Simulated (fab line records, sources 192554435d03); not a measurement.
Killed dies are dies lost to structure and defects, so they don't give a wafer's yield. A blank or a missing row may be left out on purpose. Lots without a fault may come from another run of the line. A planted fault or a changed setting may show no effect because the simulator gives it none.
Which tool did it? | flow n5_finfet | 9 lots, 27 wafers sampled, at 7 steps of a route of 1938

WHAT THE GAUGES READ, wafer by wafer
N5_DUMMY_GATE_CD_MEAS_15: target cd 25.8 nm. Usual: cd_nm 24.98 nm, standard deviation 0.25.
lot  | measured    | on        | cd_nm (nm)        | flag
L355 | day 3 11:31 | cd_sem-02 | 25.33 25.43 25.07 |
L356 | day 3 20:50 | cd_sem-01 | 24.80 24.96 24.90 |
L358 | day 4 04:38 | cd_sem-02 | 25.00 25.09 25.28 |
L359 | day 4 11:47 | cd_sem-03 | 25.26 24.88 24.92 |
L360 | day 4 16:22 | cd_sem-01 | 25.01 25.30 25.14 |
L362 | day 5 04:54 | cd_sem-03 | 24.74 25.07 25.06 |
L373 | day 8 05:10 | cd_sem-03 | 24.99 24.94 25.08 |
L374 | day 8 07:54 | cd_sem-01 | 25.26 25.42 25.16 |
L375 | day 8 12:56 | cd_sem-03 | 24.53 25.09 25.29 |

N5_DUMMY_GATE_CD_MEAS_50: target cd 14 nm. Usual: cd_nm 14.0 nm, standard deviation 0.31.
lot  | measured    | on        | cd_nm (nm)     | flag
L355 | day 3 12:16 | cd_sem-03 | 14.4 14.2 14.3 |
L356 | day 3 21:20 | cd_sem-01 | 14.3 13.6 14.0 |
L358 | day 4 05:19 | cd_sem-01 | 13.8 14.7 13.7 |
L359 | day 4 12:23 | cd_sem-02 | 14.1 13.5 14.3 |
L360 | day 4 16:52 | cd_sem-03 | 14.0 14.2 15.0 |
L362 | day 5 05:25 | cd_sem-03 | 14.0 15.3 13.7 |
L373 | day 8 05:40 | cd_sem-03 | 14.4 13.7 14.3 |
L374 | day 8 08:35 | cd_sem-01 | 13.8 13.7 14.3 |
L375 | day 8 13:33 | cd_sem-02 | 14.5 13.3 14.1 |

N5_DUMMY_GATE_CD_MEAS_24: target cd 15 nm. Usual: cd_nm 15.1 nm, standard deviation 0.31.
lot  | measured    | on        | cd_nm (nm)     | flag
L355 | day 3 12:46 | cd_sem-03 | 15.3 15.2 15.4 |
L356 | day 3 21:50 | cd_sem-02 | 15.3 15.0 15.5 |
L358 | day 4 05:58 | cd_sem-02 | 14.6 15.4 14.3 |
L359 | day 4 13:01 | cd_sem-03 | 14.9 14.7 15.7 |
L360 | day 4 17:32 | cd_sem-03 | 15.5 15.3 -    |
L362 | day 5 05:54 | cd_sem-03 | 14.8 - 15.0    |
L373 | day 8 06:10 | cd_sem-01 | 15.0 15.8 14.6 |
L374 | day 8 09:04 | cd_sem-02 | 14.9 15.0 15.4 |
L375 | day 8 14:03 | cd_sem-02 | 15.0 14.4 14.7 |

WHICH TOOL RAN EACH LOT (tool, then ch and the chambers of the sampled wafers, then the start)
lot  | N5_DUMMY_GATE_DESCUM_20           | N5_DUMMY_GATE_ETCH_37             | N5_DUMMY_GATE_ETCH_31             | N5_DUMMY_GATE_ETCH_32
L355 | rie_diel-05 ch 0,1,2, day 3 11:53 | rie_diel-05 ch 0,1,2, day 3 12:02 | rie_diel-01 ch 0,1,2, day 3 12:19 | rie_si-06 ch 1,2, day 3 12:34
L356 | rie_diel-05 ch 0,2,3, day 3 20:58 | rie_diel-05 ch 0,2,3, day 3 21:06 | rie_diel-01 ch 0,3, day 3 21:23   | rie_si-02 ch 0,2, day 3 21:38
L358 | rie_diel-03 ch 1,2, day 4 04:46   | rie_diel-03 ch 1,2, day 4 04:55   | rie_diel-05 ch 2,3, day 4 05:32   | rie_si-05 ch 0,2,3, day 4 05:46
L359 | rie_diel-05 ch 0,2,3, day 4 12:01 | rie_diel-05 ch 0,2,3, day 4 12:09 | rie_diel-03 ch 1,2,3, day 4 12:34 | rie_si-05 ch 0,2,3, day 4 12:49
L360 | rie_diel-05 ch 0,2,3, day 4 16:29 | rie_diel-05 ch 0,2,3, day 4 16:38 | rie_diel-05 ch 0,1,2, day 4 17:05 | rie_si-02 ch 0,3, day 4 17:20
L362 | rie_diel-05 ch 0,2,3, day 5 05:02 | rie_diel-05 ch 0,2,3, day 5 05:11 | rie_diel-05 ch 0,1,3, day 5 05:28 | rie_si-05 ch 0,2,3, day 5 05:42
L373 | rie_diel-03 ch 0,1,3, day 8 05:18 | rie_diel-03 ch 0,1,3, day 8 05:26 | rie_diel-01 ch 0,2,3, day 8 05:43 | rie_si-02 ch 0,2,3, day 8 05:58
L374 | rie_diel-05 ch 0,2,3, day 8 08:10 | rie_diel-05 ch 0,2,3, day 8 08:19 | rie_diel-01 ch 1,2,3, day 8 08:38 | rie_si-05 ch 1,2,3, day 8 08:52
L375 | rie_diel-05 ch 0,2,3, day 8 13:11 | rie_diel-05 ch 0,2,3, day 8 13:19 | rie_diel-05 ch 1,2,3, day 8 13:36 | rie_si-06 ch 0,2,3, day 8 13:51
- N5_DUMMY_GATE_DESCUM_20: chemistry O2, time 6.2 s.
- N5_DUMMY_GATE_ETCH_37: etches SOC in N2/H2, target depth 60 nm, overetch 30 nm.
- N5_DUMMY_GATE_ETCH_31: etches SiO2 in C4F6/O2, target depth 82.5 nm, time 27.5 s.
- N5_DUMMY_GATE_ETCH_32: etches SiO2 in CF4, target depth 3.5 nm, time 3.9 s.

WHAT THE TOOLS THEMSELVES READ (means of the sampled wafers that have a number; where no wafer has one, the mark that the record gives instead)
N5_DUMMY_GATE_DESCUM_20. Usual: drypump_motor_current_A 5.7 A, standard deviation 0.41; oes_product_au 0.80 a.u., standard deviation 0.078; rf_vpp_V 243.3 V, standard deviation 1; showerhead_plenum_p_Torr 2.11 Torr, standard deviation 0.043; throttle_valve_pct 20.5 %, standard deviation 0.34.
lot  | tool        | drypump_motor_current_A (A) | oes_product_au (a.u.) | rf_vpp_V (V) | showerhead_plenum_p_Torr (Torr) | throttle_valve_pct (%) | flag
L355 | rie_diel-05 | 5.6                         | 0.86                  | 243.2        | 2.12                            | 20.4                   |
L356 | rie_diel-05 | 5.4                         | 0.82                  | 243.0        | 2.11                            | 20.5                   |
L358 | rie_diel-03 | 5.7                         | 0.77                  | 244.2        | 2.13                            | 20.3                   |
L359 | rie_diel-05 | 5.4                         | 0.81                  | 242.5        | 2.11                            | 20.5                   |
L360 | rie_diel-05 | 5.4                         | 0.81                  | 243.3        | 2.11                            | 20.5                   |
L362 | rie_diel-05 | 5.4                         | 0.80                  | 243.3        | 2.11                            | 20.5                   |
L373 | rie_diel-03 | 6.2                         | 0.81                  | 244.2        | 2.12                            | 20.3                   |
L374 | rie_diel-05 | 5.4                         | 0.78                  | 242.9        | 2.10                            | 20.5                   |
L375 | rie_diel-05 | 5.4                         | 0.78                  | 243.9        | 2.10                            | 20.5                   |

N5_DUMMY_GATE_ETCH_37. Usual: bias_w 150.0 W, standard deviation 0.42; drypump_motor_current_A 5.7 A, standard deviation 0.4; oes_product_au 0.63 a.u., standard deviation 0.058; rf_vpp_V 524.4 V, standard deviation 1.5; showerhead_plenum_p_Torr 2.56 Torr, standard deviation 0.054; throttle_valve_pct 17.8 %, standard deviation 0.32.
lot  | tool        | bias_w (W) | drypump_motor_current_A (A) | oes_product_au (a.u.) | rf_vpp_V (V) | showerhead_plenum_p_Torr (Torr) | throttle_valve_pct (%) | flag
L355 | rie_diel-05 | 149.8      | 5.6                         | 0.67                  | 525.1        | 2.56                            | 17.7                   |
L356 | rie_diel-05 | 149.8      | 5.4                         | 0.64                  | 523.9        | 2.55                            | 17.8                   |
L358 | rie_diel-03 | 149.6      | 5.7                         | 0.61                  | 526.2        | 2.60                            | 17.8                   |
L359 | rie_diel-05 | 150.1      | 5.4                         | 0.64                  | 524.1        | 2.55                            | 17.8                   |
L360 | rie_diel-05 | 149.8      | 5.4                         | 0.61                  | 523.8        | 2.55                            | 17.8                   |
L362 | rie_diel-05 | 149.7      | 5.4                         | 0.61                  | 524.2        | 2.55                            | 17.8                   |
L373 | rie_diel-03 | 149.5      | 6.2                         | 0.65                  | 523.9        | 2.57                            | 17.7                   |
L374 | rie_diel-05 | 149.9      | 5.4                         | 0.62                  | 524.3        | 2.54                            | 17.8                   |
L375 | rie_diel-05 | 150.5      | 5.4                         | 0.62                  | 524.3        | 2.54                            | 17.8                   |

N5_DUMMY_GATE_ETCH_31. Usual: bias_w 185.0 W, standard deviation 0.6; drypump_motor_current_A 5.7 A, standard deviation 0.41; oes_product_au 0.81 a.u., standard deviation 0.079; rf_vpp_V 663 V, standard deviation 6.8; showerhead_plenum_p_Torr 2.86 Torr, standard deviation 0.058; throttle_valve_pct 21.1 %, standard deviation 0.31.
lot  | tool        | bias_w (W) | drypump_motor_current_A (A) | oes_product_au (a.u.) | rf_vpp_V (V) | showerhead_plenum_p_Torr (Torr) | throttle_valve_pct (%) | flag
L355 | rie_diel-01 | 184.4      | 5.7                         | 0.86                  | 670          | 2.85                            | 21.0                   |
L356 | rie_diel-01 | 185.3      | 5.3                         | 0.73                  | 665          | 2.91                            | 21.2                   |
L358 | rie_diel-05 | 185.1      | 5.1                         | 0.90                  | 653          | 2.90                            | 20.9                   |
L359 | rie_diel-03 | 185.2      | 5.9                         | 0.84                  | 667          | 2.92                            | 21.0                   |
L360 | rie_diel-05 | 185.2      | 5.6                         | 0.64                  | 657          | 2.88                            | 21.0                   |
L362 | rie_diel-05 | 184.8      | 5.8                         | 0.61                  | 661          | 2.85                            | 21.4                   |
L373 | rie_diel-01 | 184.9      | 5.5                         | 0.76                  | 666          | 2.85                            | 21.1                   |
L374 | rie_diel-01 | 184.8      | 5.5                         | 0.79                  | 671          | 2.86                            | 21.0                   |
L375 | rie_diel-05 | 184.6      | 5.5                         | 0.82                  | 658          | 2.87                            | 21.2                   |

N5_DUMMY_GATE_ETCH_32. Usual: bias_w 399.9 W, standard deviation 1.3; drypump_motor_current_A 5.6 A, standard deviation 0.39; oes_product_au 0.996 a.u., standard deviation 0.015; throttle_valve_pct 21.80 %, standard deviation 0.29.
lot  | tool      | bias_w (W) | drypump_motor_current_A (A) | oes_product_au (a.u.) | throttle_valve_pct (%) | flag
L355 | rie_si-06 | 400.2      | 5.8                         | 0.994                 | 21.56                  |
L356 | rie_si-02 | 400.0      | 5.7                         | 1.004                 | 21.66                  |
L358 | rie_si-05 | 400.7      | 5.4                         | 0.997                 | 21.98                  |
L359 | rie_si-05 | 399.0      | 5.3                         | 0.997                 | 21.97                  |
L360 | rie_si-02 | 400.9      | 5.8                         | 0.988                 | 21.55                  |
L362 | rie_si-05 | 400.4      | 5.4                         | 0.995                 | 21.98                  |
L373 | rie_si-02 | 400.1      | 5.6                         | 0.987                 | 21.71                  |
L374 | rie_si-05 | 399.4      | 5.3                         | 0.987                 | 21.82                  |
L375 | rie_si-06 | 401.1      | 6.3                         | 0.983                 | 21.58                  |

THE ANSWER, worked out from the rows above alone
Rule: a lot is off if the mean of its wafers that have a number lies more than 3 standard deviations from the usual mean. A lot without any number at a reading at which 4 lots or more have one is off too. The other lots that the step has rows for count as sound. The gauges are gone through in route order, then the tools' own readings, and for those a lot's mean is taken as printed above. The first step at which some lot is off is used, and at that step the reading that is off furthest; a lot without a number counts as furthest.
No lot is off at any reading shown: from this, nothing can be told.

WHAT THE SIMULATOR HAD PUT IN
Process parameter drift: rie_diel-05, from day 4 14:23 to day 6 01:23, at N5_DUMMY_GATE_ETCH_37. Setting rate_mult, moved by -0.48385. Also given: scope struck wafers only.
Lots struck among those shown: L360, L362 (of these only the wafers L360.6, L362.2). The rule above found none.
